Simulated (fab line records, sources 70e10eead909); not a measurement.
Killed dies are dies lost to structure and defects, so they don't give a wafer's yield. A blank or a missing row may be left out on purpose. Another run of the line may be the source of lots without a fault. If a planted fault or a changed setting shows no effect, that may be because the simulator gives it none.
What tool caused it? :: flow nand-harc :: 24 lots, 72 wafers sampled, at 6 steps of a route of 1302

## WHAT EACH GAUGE READ, for each wafer
NHARC_P_ZERO_WELL_INSPECT_43. Usual: raw-defect-count at 12, with a standard deviation of 5.3.
lot: L074
measured: day 2 03:35
on: defect-inspect-01
raw-defect-count: 22 5 9
flag: 

lot: L075
measured: day 2 13:44
on: defect-inspect-02
raw-defect-count: 7 10 8
flag: 

lot: L076
measured: day 2 23:34
on: defect-inspect-02
raw-defect-count: 11 11 10
flag: 

lot: L077
measured: day 3 09:34
on: defect-inspect-02
raw-defect-count: 10 17 16
flag: 

lot: L078
measured: day 3 19:30
on: defect-inspect-01
raw-defect-count: 23 15 9
flag: 

lot: L079
measured: day 4 07:55
on: defect-inspect-02
raw-defect-count: 11 6 14
flag: 

lot: L080
measured: day 4 15:43
on: defect-inspect-01
raw-defect-count: 13 15 15
flag: 

lot: L081
measured: day 5 01:20
on: defect-inspect-02
raw-defect-count: 19 6 10
flag: 

lot: L082
measured: day 5 11:35
on: defect-inspect-01
raw-defect-count: 7 12 21
flag: 

lot: L083
measured: day 5 21:26
on: defect-inspect-02
raw-defect-count: 15 12 18
flag: 

lot: L084
measured: day 6 07:34
on: defect-inspect-01
raw-defect-count: 17 4 11
flag: 

lot: L085
measured: day 6 17:28
on: defect-inspect-02
raw-defect-count: 7 7 11
flag: 

lot: L086
measured: day 7 03:20
on: defect-inspect-02
raw-defect-count: 15 8 12
flag: 

lot: L087
measured: day 7 13:20
on: defect-inspect-01
raw-defect-count: 13 5 14
flag: 

lot: L088
measured: day 8 00:14
on: defect-inspect-02
raw-defect-count: 17 9 12
flag: 

lot: L089
measured: day 8 09:53
on: defect-inspect-02
raw-defect-count: 9 17 8
flag: 

lot: L090
measured: day 8 19:55
on: defect-inspect-02
raw-defect-count: 11 8 10
flag: 

lot: L091
measured: day 9 05:26
on: defect-inspect-01
raw-defect-count: 15 18 9
flag: 

lot: L092
measured: day 9 15:22
on: defect-inspect-02
raw-defect-count: 7 18 20
flag: 

lot: L093
measured: day 10 01:40
on: defect-inspect-01
raw-defect-count: 13 21 20
flag: 

lot: L094
measured: day 10 11:29
on: defect-inspect-02
raw-defect-count: 17 16 26
flag: 

lot: L095
measured: day 10 21:31
on: defect-inspect-02
raw-defect-count: 12 9 13
flag: 

lot: L096
measured: day 11 08:02
on: defect-inspect-01
raw-defect-count: 6 6 7
flag: 

lot: L097
measured: day 11 17:20
on: defect-inspect-02
raw-defect-count: 9 7 7
flag: 

NHARC_P_GATE_CD_MEAS_11: target cd 1640 nm. Usual: cd-nm at 1640.5 nm, with a standard deviation of 2.
lot: L074
measured: day 4 06:40
on: cd-sem-01
cd-nm (nm): 1643.0 1641.1 1641.6
flag: 

lot: L075
measured: day 4 22:54
on: cd-sem-03
cd-nm (nm): 1638.5 1638.8 1640.1
flag: 

lot: L076
measured: day 5 06:22
on: cd-sem-03
cd-nm (nm): 1639.3 1642.4 1640.0
flag: 

lot: L077
measured: day 5 15:55
on: cd-sem-02
cd-nm (nm): 1638.6 1642.1 1640.0
flag: 

lot: L078
measured: day 5 23:17
on: cd-sem-02
cd-nm (nm): 1641.5 1638.6 1640.4
flag: 

lot: L079
measured: day 6 15:18
on: cd-sem-01
cd-nm (nm): 1640.6 1643.1 1638.8
flag: 

lot: L080
measured: day 6 15:16
on: cd-sem-03
cd-nm (nm): 1639.4 1643.3 1637.8
flag: 

lot: L081
measured: day 7 09:23
on: cd-sem-02
cd-nm (nm): 1644.5 1639.5 1641.1
flag: 

lot: L082
measured: day 7 21:25
on: cd-sem-01
cd-nm (nm): 1645.1 1640.6 1641.7
flag: 

lot: L083
measured: day 8 02:08
on: cd-sem-03
cd-nm (nm): 1642.2 1642.4 1642.8
flag: 

lot: L084
measured: day 8 10:10
on: cd-sem-02
cd-nm (nm): 1640.5 1644.3 1640.7
flag: 

lot: L085
measured: day 9 02:33
on: cd-sem-02
cd-nm (nm): 1641.3 1638.5 1641.3
flag: 

lot: L086
measured: day 9 09:58
on: cd-sem-03
cd-nm (nm): 1640.4 1639.9 1638.3
flag: 

lot: L087
measured: day 9 17:06
on: cd-sem-02
cd-nm (nm): 1638.3 1636.3 1640.3
flag: 

lot: L088
measured: day 10 14:15
on: cd-sem-03
cd-nm (nm): 1642.3 1641.4 1643.7
flag: 

lot: L089
measured: day 10 14:25
on: cd-sem-02
cd-nm (nm): 1642.2 1641.4 1638.8
flag: 

lot: L090
measured: day 11 05:26
on: cd-sem-02
cd-nm (nm): 1638.7 1641.5 1642.4
flag: 

lot: L091
measured: day 11 13:19
on: cd-sem-02
cd-nm (nm): 1639.9 1636.6 1639.8
flag: 

lot: L092
measured: day 11 21:37
on: cd-sem-02
cd-nm (nm): 1637.6 1640.2 1640.3
flag: 

lot: L093
measured: day 12 11:14
on: cd-sem-03
cd-nm (nm): 1639.2 1639.0 1640.2
flag: 

lot: L094
measured: day 12 18:27
on: cd-sem-01
cd-nm (nm): 1643.9 1639.9 1639.0
flag: 

lot: L095
measured: day 13 00:01
on: cd-sem-01
cd-nm (nm): 1636.4 1639.5 1639.2
flag: 

lot: L096
measured: day 13 16:37
on: cd-sem-03
cd-nm (nm): 1641.3 1638.3 1641.5
flag: 

lot: L097
measured: day 13 22:40
on: cd-sem-01
cd-nm (nm): 1641.4 1640.2 1642.8
flag: 

NHARC_P_GATE_CD_MEAS_33. Usual: cd-nm at 120 nm, with a standard deviation of 3.7.
lot: L074
measured: day 5 02:18
on: cd-sem-01
cd-nm (nm): 115 118 120
flag: 

lot: L075
measured: day 5 14:12
on: cd-sem-02
cd-nm (nm): 122 117 118
flag: 

lot: L076
measured: day 5 23:45
on: cd-sem-01
cd-nm (nm): 113 119 112
flag: 

lot: L077
measured: day 6 12:42
on: cd-sem-01
cd-nm (nm): 122 115 129
flag: 

lot: L078
measured: day 6 17:10
on: cd-sem-02
cd-nm (nm): 121 116 117
flag: 

lot: L079
measured: day 7 08:31
on: cd-sem-01
cd-nm (nm): 118 121 119
flag: 

lot: L080
measured: day 7 09:19
on: cd-sem-03
cd-nm (nm): 122 119 124
flag: 

lot: L081
measured: day 8 01:49
on: cd-sem-01
cd-nm (nm): 115 121 117
flag: 

lot: L082
measured: day 8 12:30
on: cd-sem-02
cd-nm (nm): 125 124 117
flag: 

lot: L083
measured: day 8 18:08
on: cd-sem-02
cd-nm (nm): 124 118 123
flag: 

lot: L084
measured: day 9 01:13
on: cd-sem-01
cd-nm (nm): 118 121 123
flag: 

lot: L085
measured: day 9 19:10
on: cd-sem-02
cd-nm (nm): 120 118 117
flag: 

lot: L086
measured: day 10 03:11
on: cd-sem-01
cd-nm (nm): 116 118 121
flag: 

lot: L087
measured: day 10 08:07
on: cd-sem-02
cd-nm (nm): 115 122 113
flag: 

lot: L088
measured: day 11 05:35
on: cd-sem-02
cd-nm (nm): 127 116 116
flag: 

lot: L089
measured: day 11 05:25
on: cd-sem-03
cd-nm (nm): 120 122 118
flag: 

lot: L090
measured: day 11 22:24
on: cd-sem-02
cd-nm (nm): 120 122 115
flag: 

lot: L091
measured: day 12 09:37
on: cd-sem-03
cd-nm (nm): 123 118 126
flag: 

lot: L092
measured: day 12 12:33
on: cd-sem-02
cd-nm (nm): 131 118 124
flag: 

lot: L093
measured: day 13 01:59
on: cd-sem-03
cd-nm (nm): 118 123 123
flag: 

lot: L094
measured: day 13 10:42
on: cd-sem-03
cd-nm (nm): 116 118 116
flag: 

lot: L095
measured: day 13 15:17
on: cd-sem-01
cd-nm (nm): 119 116 127
flag: 

lot: L096
measured: day 14 10:00
on: cd-sem-01
cd-nm (nm): 119 118 126
flag: 

lot: L097
measured: day 14 13:46
on: cd-sem-02
cd-nm (nm): 121 119 122
flag: 

NHARC_P_GATE_INSPECT_68. Usual: raw-defect-count at 187, with a standard deviation of 74.
lot: L074
measured: day 5 19:55
on: defect-inspect-02
raw-defect-count: 317 136 248
flag: 

lot: L075
measured: day 6 07:48
on: defect-inspect-01
raw-defect-count: 178 299 142
flag: 

lot: L076
measured: day 6 17:13
on: defect-inspect-02
raw-defect-count: 140 139 198
flag: 

lot: L077
measured: day 7 06:17
on: defect-inspect-01
raw-defect-count: 212 209 147
flag: 

lot: L078
measured: day 7 10:31
on: defect-inspect-02
raw-defect-count: 84 208 159
flag: 

lot: L079
measured: day 8 02:31
on: defect-inspect-02
raw-defect-count: 168 271 143
flag: 

lot: L080
measured: day 8 03:25
on: defect-inspect-01
raw-defect-count: 91 88 154
flag: 

lot: L081
measured: day 8 19:16
on: defect-inspect-01
raw-defect-count: 132 84 208
flag: 

lot: L082
measured: day 9 06:14
on: defect-inspect-02
raw-defect-count: 222 154 239
flag: 

lot: L083
measured: day 9 11:38
on: defect-inspect-01
raw-defect-count: 250 297 150
flag: 

lot: L084
measured: day 9 18:58
on: defect-inspect-02
raw-defect-count: 99 109 97
flag: 

lot: L085
measured: day 10 12:34
on: defect-inspect-02
raw-defect-count: 146 330 226
flag: 

lot: L086
measured: day 10 20:30
on: defect-inspect-02
raw-defect-count: 175 209 118
flag: 

lot: L087
measured: day 11 01:32
on: defect-inspect-01
raw-defect-count: 139 221 173
flag: 

lot: L088
measured: day 11 23:23
on: defect-inspect-01
raw-defect-count: 185 219 151
flag: 

lot: L089
measured: day 11 22:47
on: defect-inspect-01
raw-defect-count: 154 297 234
flag: 

lot: L090
measured: day 12 15:50
on: defect-inspect-02
raw-defect-count: 149 242 172
flag: 

lot: L091
measured: day 13 12:54
on: defect-inspect-02
raw-defect-count: 244 144 186
flag: 

lot: L092
measured: day 13 05:58
on: defect-inspect-01
raw-defect-count: 477 407 268
flag: 

lot: L093
measured: day 13 19:22
on: defect-inspect-02
raw-defect-count: 144 189 330
flag: 

lot: L094
measured: day 14 04:01
on: defect-inspect-01
raw-defect-count: 151 100 248
flag: 

lot: L095
measured: day 14 08:39
on: defect-inspect-02
raw-defect-count: 114 164 167
flag: 

lot: L096
measured: day 15 03:27
on: defect-inspect-02
raw-defect-count: 99 150 92
flag: 

lot: L097
measured: day 15 07:11
on: defect-inspect-01
raw-defect-count: 142 142 192
flag: 

## WHAT TOOL EACH LOT RAN ON (gives the tool, then ch and the chambers of the sampled wafers, and finally the start)
lot: L074
NHARC_P_ZERO_WELL_ETCH_65: rie-diel-03 ch 0,1,3, day 1 21:22
NHARC_P_GATE_DEGAS_109: pvd-sputter-03, day 5 18:55

lot: L075
NHARC_P_ZERO_WELL_ETCH_65: rie-diel-02 ch 2,3, day 2 07:35
NHARC_P_GATE_DEGAS_109: pvd-sputter-01, day 6 06:51

lot: L076
NHARC_P_ZERO_WELL_ETCH_65: rie-diel-03 ch 0,1,3, day 2 17:32
NHARC_P_GATE_DEGAS_109: pvd-sputter-01, day 6 16:16

lot: L077
NHARC_P_ZERO_WELL_ETCH_65: rie-diel-13 ch 0,1,3, day 3 03:23
NHARC_P_GATE_DEGAS_109: pvd-sputter-02, day 7 05:21

lot: L078
NHARC_P_ZERO_WELL_ETCH_65: rie-diel-13 ch 0,2,3, day 3 13:29
NHARC_P_GATE_DEGAS_109: pvd-sputter-01, day 7 09:33

lot: L079
NHARC_P_ZERO_WELL_ETCH_65: rie-diel-03 ch 0,3, day 3 23:22
NHARC_P_GATE_DEGAS_109: pvd-sputter-02, day 8 01:24

lot: L080
NHARC_P_ZERO_WELL_ETCH_65: rie-diel-02 ch 0,1, day 4 09:32
NHARC_P_GATE_DEGAS_109: pvd-sputter-02, day 8 02:28

lot: L081
NHARC_P_ZERO_WELL_ETCH_65: rie-diel-03 ch 0,1,3, day 4 19:22
NHARC_P_GATE_DEGAS_109: pvd-sputter-03, day 8 18:19

lot: L082
NHARC_P_ZERO_WELL_ETCH_65: rie-diel-02 ch 1,2, day 5 05:35
NHARC_P_GATE_DEGAS_109: pvd-sputter-02, day 9 04:58

lot: L083
NHARC_P_ZERO_WELL_ETCH_65: rie-diel-03 ch 0,1, day 5 15:22
NHARC_P_GATE_DEGAS_109: pvd-sputter-01, day 9 10:35

lot: L084
NHARC_P_ZERO_WELL_ETCH_65: rie-diel-03 ch 2,3, day 6 01:29
NHARC_P_GATE_DEGAS_109: pvd-sputter-02, day 9 18:01

lot: L085
NHARC_P_ZERO_WELL_ETCH_65: rie-diel-02 ch 1,2,3, day 6 11:23
NHARC_P_GATE_DEGAS_109: pvd-sputter-03, day 10 11:37

lot: L086
NHARC_P_ZERO_WELL_ETCH_65: rie-diel-13 ch 1,2,3, day 6 21:21
NHARC_P_GATE_DEGAS_109: pvd-sputter-02, day 10 19:33

lot: L087
NHARC_P_ZERO_WELL_ETCH_65: rie-diel-02 ch 1,2,3, day 7 07:30
NHARC_P_GATE_DEGAS_109: pvd-sputter-02, day 11 00:32

lot: L088
NHARC_P_ZERO_WELL_ETCH_65: rie-diel-02 ch 1,3, day 7 17:23
NHARC_P_GATE_DEGAS_109: pvd-sputter-01, day 11 22:21

lot: L089
NHARC_P_ZERO_WELL_ETCH_65: rie-diel-02 ch 0,2,3, day 8 03:39
NHARC_P_GATE_DEGAS_109: pvd-sputter-03, day 11 21:50

lot: L090
NHARC_P_ZERO_WELL_ETCH_65: rie-diel-13 ch 0,2,3, day 8 13:38
NHARC_P_GATE_DEGAS_109: pvd-sputter-03, day 12 14:53

lot: L091
NHARC_P_ZERO_WELL_ETCH_65: rie-diel-02 ch 0,2,3, day 8 23:29
NHARC_P_GATE_DEGAS_109: pvd-sputter-02, day 13 11:58

lot: L092
NHARC_P_ZERO_WELL_ETCH_65: rie-diel-02 ch 0,2, day 9 09:31
NHARC_P_GATE_DEGAS_109: pvd-sputter-02, day 13 05:01

lot: L093
NHARC_P_ZERO_WELL_ETCH_65: rie-diel-03 ch 1,2, day 9 19:29
NHARC_P_GATE_DEGAS_109: pvd-sputter-01, day 13 18:25

lot: L094
NHARC_P_ZERO_WELL_ETCH_65: rie-diel-03 ch 0,2,3, day 10 05:31
NHARC_P_GATE_DEGAS_109: pvd-sputter-01, day 14 03:04

lot: L095
NHARC_P_ZERO_WELL_ETCH_65: rie-diel-02 ch 0,2, day 10 15:31
NHARC_P_GATE_DEGAS_109: pvd-sputter-02, day 14 07:41

lot: L096
NHARC_P_ZERO_WELL_ETCH_65: rie-diel-03 ch 0,3, day 11 01:32
NHARC_P_GATE_DEGAS_109: pvd-sputter-03, day 15 02:31

lot: L097
NHARC_P_ZERO_WELL_ETCH_65: rie-diel-02 ch 0,1,2, day 11 11:22
NHARC_P_GATE_DEGAS_109: pvd-sputter-02, day 15 06:14
- NHARC_P_ZERO_WELL_ETCH_65: etches the open film in N2/H2, target depth 80 nm, overetch 24 nm, time 87.88 s.
- NHARC_P_GATE_DEGAS_109: time 60 s.

## AS READ BY THE TOOLS THEMSELVES (means over the sampled wafers that have a number; for cases with no such wafer, the mark the record gives instead)
NHARC_P_ZERO_WELL_ETCH_65. Usual: chamber-pressure-mTorr 29.999 mTorr, standard deviation 0.029; drypump-motor-current-A 5.84 A, standard deviation 0.26; oes-product-au 0.997 a.u., standard deviation 0.011; rf-vpp-V 430.6 V, standard deviation 2.9; showerhead-plenum-p-Torr 2.04 Torr, standard deviation 0.1; throttle-valve-pct 14.171 %, standard deviation 0.0092.
lot: L074
tool: rie-diel-03
chamber-pressure-mTorr (mTorr): 30.002
drypump-motor-current-A (A): 5.90
oes-product-au (a.u.): 0.995
rf-vpp-V (V): 433.3
showerhead-plenum-p-Torr (Torr): 2.14
throttle-valve-pct (%): 14.160
flag: 

lot: L075
tool: rie-diel-02
chamber-pressure-mTorr (mTorr): 29.985
drypump-motor-current-A (A): 5.61
oes-product-au (a.u.): 0.979
rf-vpp-V (V): 428.0
showerhead-plenum-p-Torr (Torr): 1.97
throttle-valve-pct (%): 14.169
flag: 

lot: L076
tool: rie-diel-03
chamber-pressure-mTorr (mTorr): 30.006
drypump-motor-current-A (A): 5.89
oes-product-au (a.u.): 1.004
rf-vpp-V (V): 432.9
showerhead-plenum-p-Torr (Torr): 2.14
throttle-valve-pct (%): 14.169
flag: 

lot: L077
tool: rie-diel-13
chamber-pressure-mTorr (mTorr): 30.017
drypump-motor-current-A (A): 5.83
oes-product-au (a.u.): 0.990
rf-vpp-V (V): 431.7
showerhead-plenum-p-Torr (Torr): 2.07
throttle-valve-pct (%): 14.172
flag: 

lot: L078
tool: rie-diel-13
chamber-pressure-mTorr (mTorr): 29.977
drypump-motor-current-A (A): 6.08
oes-product-au (a.u.): 0.995
rf-vpp-V (V): 430.4
showerhead-plenum-p-Torr (Torr): 2.04
throttle-valve-pct (%): 14.169
flag: 

lot: L079
tool: rie-diel-03
chamber-pressure-mTorr (mTorr): 29.995
drypump-motor-current-A (A): 5.89
oes-product-au (a.u.): 1.012
rf-vpp-V (V): 432.3
showerhead-plenum-p-Torr (Torr): 2.09
throttle-valve-pct (%): 14.164
flag: 

lot: L080
tool: rie-diel-02
chamber-pressure-mTorr (mTorr): 29.983
drypump-motor-current-A (A): 5.93
oes-product-au (a.u.): 0.991
rf-vpp-V (V): 432.6
showerhead-plenum-p-Torr (Torr): 2.13
throttle-valve-pct (%): 14.172
flag: 

lot: L081
tool: rie-diel-03
chamber-pressure-mTorr (mTorr): 29.992
drypump-motor-current-A (A): 5.91
oes-product-au (a.u.): 0.994
rf-vpp-V (V): 433.1
showerhead-plenum-p-Torr (Torr): 2.14
throttle-valve-pct (%): 14.169
flag: 

lot: L082
tool: rie-diel-02
chamber-pressure-mTorr (mTorr): 29.931
drypump-motor-current-A (A): 5.92
oes-product-au (a.u.): 0.995
rf-vpp-V (V): 432.4
showerhead-plenum-p-Torr (Torr): 2.12
throttle-valve-pct (%): 14.178
flag: 

lot: L083
tool: rie-diel-03
chamber-pressure-mTorr (mTorr): 30.014
drypump-motor-current-A (A): 5.98
oes-product-au (a.u.): 0.998
rf-vpp-V (V): 432.3
showerhead-plenum-p-Torr (Torr): 2.10
throttle-valve-pct (%): 14.167
flag: 

lot: L084
tool: rie-diel-03
chamber-pressure-mTorr (mTorr): 30.002
drypump-motor-current-A (A): 5.99
oes-product-au (a.u.): 0.989
rf-vpp-V (V): 428.9
showerhead-plenum-p-Torr (Torr): 1.99
throttle-valve-pct (%): 14.176
flag: 

lot: L085
tool: rie-diel-02
chamber-pressure-mTorr (mTorr): 30.012
drypump-motor-current-A (A): 5.77
oes-product-au (a.u.): 0.991
rf-vpp-V (V): 430.8
showerhead-plenum-p-Torr (Torr): 2.05
throttle-valve-pct (%): 14.164
flag: 

lot: L086
tool: rie-diel-13
chamber-pressure-mTorr (mTorr): 30.018
drypump-motor-current-A (A): 6.16
oes-product-au (a.u.): 1.007
rf-vpp-V (V): 430.1
showerhead-plenum-p-Torr (Torr): 2.05
throttle-valve-pct (%): 14.173
flag: 

lot: L087
tool: rie-diel-02
chamber-pressure-mTorr (mTorr): 29.995
drypump-motor-current-A (A): 5.76
oes-product-au (a.u.): 0.996
rf-vpp-V (V): 430.6
showerhead-plenum-p-Torr (Torr): 2.05
throttle-valve-pct (%): 14.166
flag: 

lot: L088
tool: rie-diel-02
chamber-pressure-mTorr (mTorr): 29.992
drypump-motor-current-A (A): 5.80
oes-product-au (a.u.): 1.007
rf-vpp-V (V): 430.3
showerhead-plenum-p-Torr (Torr): 2.06
throttle-valve-pct (%): 14.172
flag: 

lot: L089
tool: rie-diel-02
chamber-pressure-mTorr (mTorr): 30.020
drypump-motor-current-A (A): 5.63
oes-product-au (a.u.): 1.004
rf-vpp-V (V): 428.0
showerhead-plenum-p-Torr (Torr): 1.97
throttle-valve-pct (%): 14.171
flag: 

lot: L090
tool: rie-diel-13
chamber-pressure-mTorr (mTorr): 30.021
drypump-motor-current-A (A): 6.06
oes-product-au (a.u.): 0.994
rf-vpp-V (V): 429.8
showerhead-plenum-p-Torr (Torr): 2.03
throttle-valve-pct (%): 14.177
flag: 

lot: L091
tool: rie-diel-02
chamber-pressure-mTorr (mTorr): 30.000
drypump-motor-current-A (A): 5.64
oes-product-au (a.u.): 0.994
rf-vpp-V (V): 428.0
showerhead-plenum-p-Torr (Torr): 1.96
throttle-valve-pct (%): 14.173
flag: 

lot: L092
tool: rie-diel-02
chamber-pressure-mTorr (mTorr): 30.008
drypump-motor-current-A (A): 5.61
oes-product-au (a.u.): 0.992
rf-vpp-V (V): 428.2
showerhead-plenum-p-Torr (Torr): 1.94
throttle-valve-pct (%): 14.165
flag: 

lot: L093
tool: rie-diel-03
chamber-pressure-mTorr (mTorr): 30.011
drypump-motor-current-A (A): 6.01
oes-product-au (a.u.): 1.005
rf-vpp-V (V): 432.8
showerhead-plenum-p-Torr (Torr): 2.10
throttle-valve-pct (%): 14.181
flag: 

lot: L094
tool: rie-diel-03
chamber-pressure-mTorr (mTorr): 29.979
drypump-motor-current-A (A): 5.94
oes-product-au (a.u.): 1.006
rf-vpp-V (V): 430.9
showerhead-plenum-p-Torr (Torr): 2.02
throttle-valve-pct (%): 14.170
flag: 

lot: L095
tool: rie-diel-02
chamber-pressure-mTorr (mTorr): 30.008
drypump-motor-current-A (A): 5.61
oes-product-au (a.u.): 0.989
rf-vpp-V (V): 427.7
showerhead-plenum-p-Torr (Torr): 1.95
throttle-valve-pct (%): 14.172
flag: 

lot: L096
tool: rie-diel-03
chamber-pressure-mTorr (mTorr): 30.012
drypump-motor-current-A (A): 5.83
oes-product-au (a.u.): 1.000
rf-vpp-V (V): 431.4
showerhead-plenum-p-Torr (Torr): 2.09
throttle-valve-pct (%): 14.165
flag: 

lot: L097
tool: rie-diel-02
chamber-pressure-mTorr (mTorr): 29.982
drypump-motor-current-A (A): 5.75
oes-product-au (a.u.): 0.987
rf-vpp-V (V): 429.5
showerhead-plenum-p-Torr (Torr): 2.03
throttle-valve-pct (%): 14.176
flag: 

NHARC_P_GATE_DEGAS_109. Usual: heater-power-w at 459 W, with a standard deviation of 38.
lot: L074
tool: pvd-sputter-03
heater-power-w (W): 457
flag: 

lot: L075
tool: pvd-sputter-01
heater-power-w (W): 429
flag: 

lot: L076
tool: pvd-sputter-01
heater-power-w (W): 438
flag: 

lot: L077
tool: pvd-sputter-02
heater-power-w (W): 480
flag: 

lot: L078
tool: pvd-sputter-01
heater-power-w (W): 419
flag: 

lot: L079
tool: pvd-sputter-02
heater-power-w (W): 461
flag: 

lot: L080
tool: pvd-sputter-02
heater-power-w (W): 454
flag: 

lot: L081
tool: pvd-sputter-03
heater-power-w (W): 482
flag: 

lot: L082
tool: pvd-sputter-02
heater-power-w (W): 488
flag: 

lot: L083
tool: pvd-sputter-01
heater-power-w (W): 428
flag: 

lot: L084
tool: pvd-sputter-02
heater-power-w (W): 432
flag: 

lot: L085
tool: pvd-sputter-03
heater-power-w (W): 493
flag: 

lot: L086
tool: pvd-sputter-02
heater-power-w (W): 453
flag: 

lot: L087
tool: pvd-sputter-02
heater-power-w (W): 465
flag: 

lot: L088
tool: pvd-sputter-01
heater-power-w (W): 436
flag: 

lot: L089
tool: pvd-sputter-03
heater-power-w (W): 456
flag: 

lot: L090
tool: pvd-sputter-03
heater-power-w (W): 451
flag: 

lot: L091
tool: pvd-sputter-02
heater-power-w (W): 475
flag: 

lot: L092
tool: pvd-sputter-02
heater-power-w (W): 454
flag: 

lot: L093
tool: pvd-sputter-01
heater-power-w (W): 433
flag: 

lot: L094
tool: pvd-sputter-01
heater-power-w (W): 452
flag: 

lot: L095
tool: pvd-sputter-02
heater-power-w (W): 510
flag: 

lot: L096
tool: pvd-sputter-03
heater-power-w (W): 457
flag: 

lot: L097
tool: pvd-sputter-02
heater-power-w (W): 455
flag: 

## THE ANSWER, worked out from the rows above alone
Rule: lot off if the mean of its wafers having a number is beyond 3 standard deviations from the usual mean. A lot without any number at a reading at which 4 lots or more have one is off too. Where the step has rows for the other lots, those lots are counted as sound. Order of review: gauges by route order, followed by the tools' own readings, for which a lot's mean as printed above is used. At the first step where some lot is off, the reading lying furthest off is the one used; lots without a number count as furthest.
No lot is off at any reading shown: from this, nothing can be told.

## WHAT THE SIMULATOR PUT IN
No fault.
